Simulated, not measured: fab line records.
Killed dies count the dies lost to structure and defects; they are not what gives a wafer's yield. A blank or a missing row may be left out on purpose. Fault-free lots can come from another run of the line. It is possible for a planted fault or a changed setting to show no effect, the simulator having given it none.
Which of the tools did it? ; flow nand harc ; 12 lots with 34 wafers sampled at 5 steps, on a route of 1159 steps

## WHAT THE GAUGES SHOWED, per wafer
NHARC_A_ONON_D1_THK_MEAS_21: measures by ellipsometry. Usual: thk nm reads 999 nm (standard deviation 12).
lot;measured;on;thk nm (nm);flag
L791;day 8 12:25;film metro-02;992 994 994;
L792;day 8 12:27;film metro-01;1007 1007 1006;
L794;day 8 22:41;film metro-01;993 994 993;
L800;day 10 05:47;film metro-02;995 994;
L802;day 11 09:19;film metro-01;984 986;
L804;day 11 09:19;film metro-02;988 990 987;
L803;day 11 09:40;film metro-01;1015 1015 1018;
L809;day 12 08:25;film metro-01;988 988 989;
L810;day 12 08:25;film metro-01;1010 1011 1014;
L812;day 13 06:25;film metro-02;998 999 998;
L811;day 13 06:28;film metro-01;979 978 980;
L814;day 13 15:35;film metro-02;1016 1016 1016;

NHARC_END_SORT_01. Usual: killed at array 28, standard deviation 8.6; killed at other 0.7, standard deviation 1.2; killed at periphery 3.1, standard deviation 2.3; killed dies 32, standard deviation 8.7; killed open 3.2, standard deviation 1.7; killed short 2.0, standard deviation 1.5.
lot;measured;on;killed at array;killed at other;killed at periphery;killed dies;killed open;killed short;flag
L800;day 21 13:43;prober-01;647 653;0 0;0 3;647 656;2 4;0 2;OFF
L802;day 22 05:23;prober-01;655 632;0 0;1 0;656 632;3 1;1 0;OFF

## TOOL THAT RAN EACH LOT (tool first, then ch and the chambers of the sampled wafers, then the start)
lot;NHARC_A_CHANNEL_HOLE_D1_ETCH_34;NHARC_A_CHANNEL_HOLE_D1_ETCH_25;NHARC_A_CHANNEL_HOLE_D1_ETCH_44
L791;rie diel-10 ch 0,2, day 8 21:44 or earlier;har etch-01 ch 0,1, day 8 21:44;rie diel-10 ch 0,2, day 8 23:33
L792;rie diel-07 ch 0,1,3, day 9 01:43 or earlier;har etch-02 ch 0,1, day 9 01:43;rie diel-10 ch 1,2,3, day 9 03:31
L794;rie diel-05 ch 2,3, day 9 09:28 or earlier;har etch-01 ch 0,1, day 9 09:28;rie diel-10 ch 0,1,3, day 9 11:29
L800;rie diel-10 ch 1,2, day 10 16:38 or earlier;har etch-02 ch 0,1, day 10 16:38;rie diel-10 ch 2, day 10 18:49
L802;rie diel-10 ch 2,3, day 11 21:20 or earlier;har etch-01 ch 0, day 11 21:20;rie diel-10 ch 1,3, day 11 23:10
L804;rie diel-05 ch 0,1,2, day 11 19:41 or earlier;har etch-02 ch 0,1, day 11 19:41;rie diel-07 ch 1,2,3, day 11 21:50
L803;rie diel-07 ch 0,1, day 11 23:41 or earlier;har etch-02 ch 0,1, day 11 23:41;rie diel-07 ch 0,1, day 12 01:31
L809;rie diel-05 ch 0,1, day 12 17:40 or earlier;har etch-01 ch 0,1, day 12 17:40;rie diel-05 ch 0,2,3, day 12 19:56
L810;rie diel-10 ch 1,2,3, day 12 18:01 or earlier;har etch-02 ch 0,1, day 12 18:01;rie diel-07 ch 2,3, day 12 19:37
L812;rie diel-07 ch 0,2,3, day 13 16:46 or earlier;har etch-02 ch 0,1, day 13 16:46;rie diel-07 ch 0,1,3, day 13 18:35
L811;rie diel-05 ch 0,1,3, day 13 18:38 or earlier;har etch-01 ch 0,1, day 13 18:38;rie diel-07 ch 1,2,3, day 13 20:10
L814;rie diel-07 ch 0,2,3, day 14 03:40 or earlier;har etch-02 ch 0,1, day 14 03:40;rie diel-05 ch 0,1,2, day 14 05:31
- NHARC_A_CHANNEL_HOLE_D1_ETCH_34: etches the open film in CF4/CHF3, target depth 154 nm, time 77 s.
- NHARC_A_CHANNEL_HOLE_D1_ETCH_25: etches the open film in C4F8/O2/Ar, time 1040.2 s, target depth 1500 nm.
- NHARC_A_CHANNEL_HOLE_D1_ETCH_44: etches the open film in CF4/O2, target depth 140 nm, overetch 14 nm, time 77 s.

## WHAT THE TOOLS THEMSELVES READ (means of the sampled wafers that have a number; where no wafer has one, the mark that the record gives instead)
NHARC_A_CHANNEL_HOLE_D1_ETCH_34. Usual: drypump motor current A 5.5 A, standard deviation 0.41; oes product au 0.945 a.u., standard deviation 0.026; rf vpp V 370.5 V, standard deviation 2.4; run length s 98.3 s, standard deviation 0.37; showerhead plenum p Torr 1.57 Torr, standard deviation 0.063; throttle valve pct 16.803 %, standard deviation 0.0096.
lot;tool;drypump motor current A (A);oes product au (a.u.);rf vpp V (V);run length s (s);showerhead plenum p Torr (Torr);throttle valve pct (%);flag
L791;rie diel-10;6.0;0.981;372.3;98.5;1.64;16.799;
L792;rie diel-07;5.6;0.915;368.7;98.4;1.53;16.810;
L794;rie diel-05;5.1;0.926;374.2;98.5;1.67;16.801;
L800;rie diel-10;5.6;0.984;369.5;98.3;1.54;16.800;
L802;rie diel-10;5.7;0.914;371.6;98.0;1.58;16.809;
L804;rie diel-05;5.3;0.925;371.6;98.4;1.60;16.796;
L803;rie diel-07;5.3;0.968;368.8;98.5;1.52;16.809;
L809;rie diel-05;5.4;0.952;369.5;98.1;1.54;16.805;
L810;rie diel-10;5.7;0.928;369.5;98.0;1.55;16.798;
L812;rie diel-07;5.6;0.921;370.9;98.3;1.55;16.806;
L811;rie diel-05;5.3;0.923;370.8;98.2;1.59;16.799;
L814;rie diel-07;5.6;0.922;369.4;98.4;1.55;16.798;

NHARC_A_CHANNEL_HOLE_D1_ETCH_25. Usual: drypump motor current A 5.8 A, standard deviation 0.39; showerhead plenum p Torr 3.69 Torr, standard deviation 0.11; throttle valve pct 32.237 %, standard deviation 0.0084.
lot;tool;drypump motor current A (A);showerhead plenum p Torr (Torr);throttle valve pct (%);flag
L791;har etch-01;5.3;3.68;32.241;
L792;har etch-02;6.1;3.67;32.226;
L794;har etch-01;5.3;3.67;32.241;
L800;har etch-02;6.1;3.70;32.230;
L802;har etch-01;5.4;3.80;32.230;
L804;har etch-02;6.1;3.65;32.233;
L803;har etch-02;6.1;3.72;32.237;
L809;har etch-01;5.3;3.73;32.236;
L810;har etch-02;6.1;3.72;32.236;
L812;har etch-02;6.0;3.71;32.234;
L811;har etch-01;5.3;3.65;32.234;
L814;har etch-02;6.1;3.64;32.249;

NHARC_A_CHANNEL_HOLE_D1_ETCH_44. Usual: drypump motor current A 5.7 A, standard deviation 0.44; oes product au 0.996 a.u., standard deviation 0.0093; rf vpp V 197.8 V, standard deviation 1.4; run length s 98.2 s, standard deviation 0.33; showerhead plenum p Torr 1.33 Torr, standard deviation 0.055; throttle valve pct 13.399 %, standard deviation 0.0084.
lot;tool;drypump motor current A (A);oes product au (a.u.);rf vpp V (V);run length s (s);showerhead plenum p Torr (Torr);throttle valve pct (%);flag
L791;rie diel-10;5.6;0.997;198.6;98.1;1.38;13.398;
L792;rie diel-10;5.8;0.985;198.2;97.8;1.32;13.399;
L794;rie diel-10;6.1;0.993;198.2;98.3;1.34;13.398;
L800;rie diel-10;5.3;0.990;198.0;89.3;1.36;13.387;OFF
L802;rie diel-10;6.0;0.986;196.2;88.9;1.30;13.400;OFF
L804;rie diel-07;5.7;1.007;197.7;98.2;1.29;13.401;
L803;rie diel-07;5.2;1.005;197.0;98.3;1.31;13.407;
L809;rie diel-05;5.2;0.993;199.7;98.7;1.40;13.401;
L810;rie diel-07;6.0;1.003;196.6;98.2;1.30;13.403;
L812;rie diel-07;5.6;0.992;196.6;98.2;1.29;13.403;
L811;rie diel-07;5.7;0.996;197.6;98.4;1.29;13.400;
L814;rie diel-05;5.3;1.000;198.2;98.6;1.36;13.403;

## THE ANSWER, worked out from the rows above alone
Rule: lot off if the mean of its wafers having a number is beyond 3 standard deviations from the usual mean. Also off: a lot with no number at a reading for which 4 or more lots have one. All remaining lots with rows at the step are treated as sound. After the gauges, taken in route order, come the tools' own readings; for these a lot's mean is taken, as printed above. At the first step where some lot is off, the reading lying furthest off is the one used; lots without a number count as furthest.
Off: L800, L802 (NHARC_END_SORT_01, killed at array). Neither off nor sound, because the step has no rows for them: L791, L792, L794, L804, L803, L809, L810, L812, L811, L814.
If a tool, at a process step before that reading, ran all the lots that are off and no sound lot after the first of them, it fits. The gauges at NHARC_END_SORT_01 aren't tried: what is off there is off at NHARC_A_CHANNEL_HOLE_D1_ETCH_44 too, on other tools, and a gauge's error can't cause that. Because NHARC_A_CHANNEL_HOLE_D1_ETCH_34 lacks a start for some lots, the hours and order of its lots are taken from NHARC_A_CHANNEL_HOLE_D1_ETCH_25. One fits: rie diel-10 at NHARC_A_CHANNEL_HOLE_D1_ETCH_34 and NHARC_A_CHANNEL_HOLE_D1_ETCH_44. It ran no sound lot before its first lot that is off in this sample, so the start can't be narrowed down.

## WHAT WAS PUT IN BY THE SIMULATOR
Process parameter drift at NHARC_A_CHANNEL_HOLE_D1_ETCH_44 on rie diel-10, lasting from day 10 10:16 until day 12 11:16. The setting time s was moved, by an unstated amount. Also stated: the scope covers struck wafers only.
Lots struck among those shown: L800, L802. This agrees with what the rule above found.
